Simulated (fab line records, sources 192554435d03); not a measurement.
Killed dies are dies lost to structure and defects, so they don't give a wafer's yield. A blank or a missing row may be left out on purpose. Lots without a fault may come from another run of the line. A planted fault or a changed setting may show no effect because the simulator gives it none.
Chamber matching | flow n5_finfet | N5_STI_FIN_REVEAL_ALD_14 on ald_sin-02: 4 sister chambers
The step deposits Si3N4, target thk 3 nm. 18 wafers are shown with their chamber, then 9 later ones without.

WAFERS WITH THEIR CHAMBER
wafer  | chamber | heater_power_outer_w (W) | heater_power_w (W)
L074.3 | 3       | 560                      | 914
L074.4 | 1       | 641                      | 1041
L074.6 | 0       | 471                      | 786
L080.2 | 3       | 564                      | 945
L080.3 | 1       | 633                      | 1021
L080.4 | 2       | 530                      | 840
L082.2 | 3       | 562                      | 927
L082.3 | 1       | 630                      | 1033
L082.4 | 0       | 471                      | 797
L084.1 | 3       | 545                      | 907
L084.5 | 3       | 561                      | 918
L084.6 | 0       | 477                      | 786
L085.2 | 1       | 624                      | 1079
L085.3 | 0       | 486                      | 798
L085.4 | 3       | 551                      | 903
L088.3 | 0       | 491                      | 833
L088.4 | 2       | 530                      | 864
L088.6 | 0       | 487                      | 817

SIGNATURES (means of the wafers above)
reading              | chamber 0 | chamber 1 | chamber 2 | chamber 3 | scatter within a chamber
heater_power_outer_w | 480.50    | 632.00    | 530.00    | 557.17    | 7.58
heater_power_w       | 802.83    | 1043.50   | 852.00    | 919.00    | 19
Rule: a wafer's distance from a chamber is the root of the sum, over the readings, of the square of ((its reading less the chamber's mean) divided by the reading's scatter). The wafer belongs to the nearest chamber; if the next one is less than 2 further off, it can't be placed. The scatter: the root of (the sum of the squares of (reading less its chamber's mean) over the shown wafers, divided by (wafers less chambers)).

WAFERS WITHOUT THEIR CHAMBER
wafer  | heater_power_outer_w (W) | heater_power_w (W)
L094.2 | 643                      | 1042
L094.4 | 539                      | 843
L094.5 | 554                      | 899
L095.4 | 560                      | 907
L095.5 | 496                      | 829
L095.6 | 628                      | 1024
L096.2 | 535                      | 822
L096.4 | 632                      | 1025
L096.6 | 566                      | 935

WHICH CHAMBER EACH WENT THROUGH
wafer  | from the rows above | in truth
L094.2 | 1                   | 1
L094.4 | 2                   | 2
L094.5 | 3                   | 3
L095.4 | 3                   | 3
L095.5 | 0                   | 0
L095.6 | 1                   | 1
L096.2 | 2                   | 2
L096.4 | 1                   | 1
L096.6 | 3                   | 3
Placed correctly: 9 of 9. Can't be placed from these rows: 0. Placed wrongly: 0.
